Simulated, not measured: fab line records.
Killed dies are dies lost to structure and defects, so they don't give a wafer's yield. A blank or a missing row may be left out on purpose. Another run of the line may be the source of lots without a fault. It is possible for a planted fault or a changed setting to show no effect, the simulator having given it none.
A sampling plan put to the test / flow nandHarc / one line in one fab, 25 faults in these records, each fault weighed on the records of the lots it struck
What counts as the plan is the set of the line's own looks, namely the steps on the route at which a gauge or an inspection reads a wafer and does not change it. A look can be judged if struck wafers have a number there and the file gives its usual mean and standard deviation on fault-free wafers. Caught: the struck wafers' mean, at a look after the fault's first step, is 4 or more of those standard deviations (sigma) away from the usual mean. On the tool: the identical test, applied to the tool's own readings at the steps of the fault. Also counted as caught: the struck wafers showing another recipe, or a record that is empty for them alone.

## THE FAULTS, as the simulator had put them in
1. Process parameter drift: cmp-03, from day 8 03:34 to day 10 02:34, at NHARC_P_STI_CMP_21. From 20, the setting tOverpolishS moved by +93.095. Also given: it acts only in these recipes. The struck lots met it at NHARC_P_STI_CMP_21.
2. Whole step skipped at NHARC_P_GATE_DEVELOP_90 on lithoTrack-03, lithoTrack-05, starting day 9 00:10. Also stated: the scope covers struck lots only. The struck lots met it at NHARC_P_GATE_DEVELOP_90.
3. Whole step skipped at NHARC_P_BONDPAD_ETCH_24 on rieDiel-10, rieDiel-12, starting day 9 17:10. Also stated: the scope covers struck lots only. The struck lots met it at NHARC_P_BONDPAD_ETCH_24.
4. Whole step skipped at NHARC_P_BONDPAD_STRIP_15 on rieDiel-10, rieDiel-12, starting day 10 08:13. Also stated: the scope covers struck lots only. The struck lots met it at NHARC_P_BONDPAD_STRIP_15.
5. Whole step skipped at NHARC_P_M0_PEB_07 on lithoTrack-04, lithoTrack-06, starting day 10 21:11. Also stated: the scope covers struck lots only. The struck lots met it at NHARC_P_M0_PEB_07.
6. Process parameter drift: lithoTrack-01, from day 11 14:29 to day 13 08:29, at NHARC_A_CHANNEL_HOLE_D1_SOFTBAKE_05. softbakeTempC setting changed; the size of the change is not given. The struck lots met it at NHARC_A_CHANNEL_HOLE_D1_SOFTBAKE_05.
7. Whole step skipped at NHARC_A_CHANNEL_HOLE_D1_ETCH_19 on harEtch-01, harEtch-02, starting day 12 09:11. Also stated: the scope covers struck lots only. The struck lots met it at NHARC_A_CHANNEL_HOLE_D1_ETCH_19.
8. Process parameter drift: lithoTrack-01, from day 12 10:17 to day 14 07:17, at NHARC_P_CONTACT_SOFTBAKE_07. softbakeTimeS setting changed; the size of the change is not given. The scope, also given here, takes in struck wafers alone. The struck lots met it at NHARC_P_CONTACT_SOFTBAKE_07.
9. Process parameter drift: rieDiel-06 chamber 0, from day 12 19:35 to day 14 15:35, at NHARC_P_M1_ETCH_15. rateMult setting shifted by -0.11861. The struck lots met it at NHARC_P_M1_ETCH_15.
10. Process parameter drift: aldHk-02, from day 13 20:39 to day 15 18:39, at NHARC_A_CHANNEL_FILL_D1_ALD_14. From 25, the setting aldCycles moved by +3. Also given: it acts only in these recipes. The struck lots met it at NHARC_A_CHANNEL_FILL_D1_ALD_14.
11. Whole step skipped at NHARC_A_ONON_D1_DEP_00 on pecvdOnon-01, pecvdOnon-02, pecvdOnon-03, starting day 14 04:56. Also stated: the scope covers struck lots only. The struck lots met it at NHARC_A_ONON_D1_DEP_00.
12. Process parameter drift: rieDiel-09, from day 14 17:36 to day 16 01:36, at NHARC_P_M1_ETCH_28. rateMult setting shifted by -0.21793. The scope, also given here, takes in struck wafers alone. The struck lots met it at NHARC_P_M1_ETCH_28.
13. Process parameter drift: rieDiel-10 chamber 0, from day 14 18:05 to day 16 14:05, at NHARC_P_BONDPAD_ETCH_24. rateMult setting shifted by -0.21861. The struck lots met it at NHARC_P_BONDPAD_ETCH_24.
14. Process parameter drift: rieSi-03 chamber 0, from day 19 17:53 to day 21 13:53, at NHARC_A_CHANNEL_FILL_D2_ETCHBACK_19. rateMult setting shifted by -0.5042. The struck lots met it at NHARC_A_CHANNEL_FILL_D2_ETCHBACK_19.
15. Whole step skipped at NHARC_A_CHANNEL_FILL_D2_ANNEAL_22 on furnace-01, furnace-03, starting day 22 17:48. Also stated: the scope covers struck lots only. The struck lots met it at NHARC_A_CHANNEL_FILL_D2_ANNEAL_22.
16. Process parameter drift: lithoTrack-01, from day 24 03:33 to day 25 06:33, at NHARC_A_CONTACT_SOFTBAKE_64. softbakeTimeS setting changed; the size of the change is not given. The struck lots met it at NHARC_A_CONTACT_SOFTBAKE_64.
17. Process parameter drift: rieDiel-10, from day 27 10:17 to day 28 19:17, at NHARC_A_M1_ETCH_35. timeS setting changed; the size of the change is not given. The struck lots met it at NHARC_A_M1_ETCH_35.
18. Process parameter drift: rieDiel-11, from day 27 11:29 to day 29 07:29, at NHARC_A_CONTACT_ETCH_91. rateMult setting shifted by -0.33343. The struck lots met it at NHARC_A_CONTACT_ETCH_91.
19. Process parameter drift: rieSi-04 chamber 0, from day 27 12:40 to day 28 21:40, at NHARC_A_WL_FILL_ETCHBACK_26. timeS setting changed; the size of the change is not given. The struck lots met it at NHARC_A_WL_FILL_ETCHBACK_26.
20. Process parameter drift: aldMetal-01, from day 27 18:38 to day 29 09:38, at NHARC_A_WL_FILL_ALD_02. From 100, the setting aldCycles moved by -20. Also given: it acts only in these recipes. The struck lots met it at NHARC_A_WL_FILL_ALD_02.
21. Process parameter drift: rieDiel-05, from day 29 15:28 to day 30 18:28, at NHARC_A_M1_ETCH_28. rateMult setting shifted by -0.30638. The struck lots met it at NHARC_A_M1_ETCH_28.
22. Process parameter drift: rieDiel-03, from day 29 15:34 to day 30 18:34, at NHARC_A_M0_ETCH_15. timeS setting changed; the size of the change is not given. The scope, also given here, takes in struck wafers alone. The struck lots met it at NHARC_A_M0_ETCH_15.
23. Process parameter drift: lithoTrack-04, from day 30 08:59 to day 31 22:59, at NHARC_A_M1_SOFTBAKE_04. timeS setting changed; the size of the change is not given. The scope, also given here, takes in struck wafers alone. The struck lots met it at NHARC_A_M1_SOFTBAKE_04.
24. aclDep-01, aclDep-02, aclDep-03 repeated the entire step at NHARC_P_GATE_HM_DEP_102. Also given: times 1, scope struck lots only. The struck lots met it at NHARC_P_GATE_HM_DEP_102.
25. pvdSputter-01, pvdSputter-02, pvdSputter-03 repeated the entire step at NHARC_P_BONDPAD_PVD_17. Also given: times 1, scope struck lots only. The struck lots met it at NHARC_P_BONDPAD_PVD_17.

## WHAT THE PLAN SAW
fault=1; on the tool itself=overpolishRunS +99 or beyond sigma; first look that catches it=none of the 2 looks that can be judged after it; reading, sigma=-; median hours from its first step to that look=-; hours from the fault's start to the first struck lot there=-; judged looks passed uncaught=2
fault=2; on the tool itself=the tool's record is blank for the struck wafers; first look that catches it=no look after it can be judged; reading, sigma=-; median hours from its first step to that look=-; hours from the fault's start to the first struck lot there=-; judged looks passed uncaught=0
fault=3; on the tool itself=the tool's record is blank for the struck wafers; first look that catches it=no look after it can be judged; reading, sigma=-; median hours from its first step to that look=-; hours from the fault's start to the first struck lot there=-; judged looks passed uncaught=0
fault=4; on the tool itself=the tool's record is blank for the struck wafers; first look that catches it=not the one look that can be judged after it; reading, sigma=-; median hours from its first step to that look=-; hours from the fault's start to the first struck lot there=-; judged looks passed uncaught=1
fault=5; on the tool itself=the tool's record is blank for the struck wafers; first look that catches it=no look after it can be judged; reading, sigma=-; median hours from its first step to that look=-; hours from the fault's start to the first struck lot there=-; judged looks passed uncaught=0
fault=6; on the tool itself=heaterPowerTotalW +21 sigma; first look that catches it=no look after it can be judged; reading, sigma=-; median hours from its first step to that look=-; hours from the fault's start to the first struck lot there=-; judged looks passed uncaught=0
fault=7; on the tool itself=the tool's record is blank for the struck wafers; first look that catches it=no look after it can be judged; reading, sigma=-; median hours from its first step to that look=-; hours from the fault's start to the first struck lot there=-; judged looks passed uncaught=0
fault=8; on the tool itself=heaterPowerTotalW +99 or beyond sigma; first look that catches it=no look after it can be judged; reading, sigma=-; median hours from its first step to that look=-; hours from the fault's start to the first struck lot there=-; judged looks passed uncaught=0
fault=9; on the tool itself=oesProductAu -4.6 sigma; first look that catches it=no look after it can be judged; reading, sigma=-; median hours from its first step to that look=-; hours from the fault's start to the first struck lot there=-; judged looks passed uncaught=0
fault=10; on the tool itself=under 2 sigma; first look that catches it=no look after it can be judged; reading, sigma=-; median hours from its first step to that look=-; hours from the fault's start to the first struck lot there=-; judged looks passed uncaught=0
fault=11; on the tool itself=the tool's record is blank for the struck wafers; first look that catches it=no look after it can be judged; reading, sigma=-; median hours from its first step to that look=-; hours from the fault's start to the first struck lot there=-; judged looks passed uncaught=0
fault=12; on the tool itself=oesProductAu -10 sigma; first look that catches it=no look after it can be judged; reading, sigma=-; median hours from its first step to that look=-; hours from the fault's start to the first struck lot there=-; judged looks passed uncaught=0
fault=13; on the tool itself=oesProductAu -11 sigma; first look that catches it=no look after it can be judged; reading, sigma=-; median hours from its first step to that look=-; hours from the fault's start to the first struck lot there=-; judged looks passed uncaught=0
fault=14; on the tool itself=oesProductAu -21 sigma; first look that catches it=no look after it can be judged; reading, sigma=-; median hours from its first step to that look=-; hours from the fault's start to the first struck lot there=-; judged looks passed uncaught=0
fault=15; on the tool itself=the tool's record is blank for the struck wafers; first look that catches it=no look after it can be judged; reading, sigma=-; median hours from its first step to that look=-; hours from the fault's start to the first struck lot there=-; judged looks passed uncaught=0
fault=16; on the tool itself=heaterPowerTotalW +99 or beyond sigma; first look that catches it=not the one look that can be judged after it; reading, sigma=-; median hours from its first step to that look=-; hours from the fault's start to the first struck lot there=-; judged looks passed uncaught=1
fault=17; on the tool itself=runLengthS -29 sigma; first look that catches it=not the one look that can be judged after it; reading, sigma=-; median hours from its first step to that look=-; hours from the fault's start to the first struck lot there=-; judged looks passed uncaught=1
fault=18; on the tool itself=oesProductAu -5.8 sigma; first look that catches it=no look after it can be judged; reading, sigma=-; median hours from its first step to that look=-; hours from the fault's start to the first struck lot there=-; judged looks passed uncaught=0
fault=19; on the tool itself=runLengthS -9.0 sigma; first look that catches it=not the one look that can be judged after it; reading, sigma=-; median hours from its first step to that look=-; hours from the fault's start to the first struck lot there=-; judged looks passed uncaught=1
fault=20; on the tool itself=under 2 sigma; first look that catches it=no look after it can be judged; reading, sigma=-; median hours from its first step to that look=-; hours from the fault's start to the first struck lot there=-; judged looks passed uncaught=0
fault=21; on the tool itself=oesProductAu -14 sigma; first look that catches it=no look after it can be judged; reading, sigma=-; median hours from its first step to that look=-; hours from the fault's start to the first struck lot there=-; judged looks passed uncaught=0
fault=22; on the tool itself=runLengthS -22 sigma; first look that catches it=no look after it can be judged; reading, sigma=-; median hours from its first step to that look=-; hours from the fault's start to the first struck lot there=-; judged looks passed uncaught=0
fault=23; on the tool itself=heaterPowerTotalW +99 or beyond sigma; first look that catches it=not the one look that can be judged after it; reading, sigma=strongest: killedAtOther at NHARC_END_SORT_01, +3.0; median hours from its first step to that look=-; hours from the fault's start to the first struck lot there=-; judged looks passed uncaught=1
fault=24; on the tool itself=under 2 sigma; first look that catches it=not the one look that can be judged after it; reading, sigma=-; median hours from its first step to that look=-; hours from the fault's start to the first struck lot there=-; judged looks passed uncaught=1
fault=25; on the tool itself=under 2 sigma; first look that catches it=not the one look that can be judged after it; reading, sigma=-; median hours from its first step to that look=-; hours from the fault's start to the first struck lot there=-; judged looks passed uncaught=1
A dash: this means the fault isn't caught or the number doesn't appear in these records.

Caught at a look: 0 of 25. Caught on the tool: 21 of 25. By one or the other: 21 of 25.
Caught on the tool alone: faults 1, 2, 3, 4, 5, 6, 7, 8, 9, 11, 12, 13, 14, 15, 16, 17, 18, 19, 21, 22, 23.
Caught by neither: faults 10, 20, 24, 25.
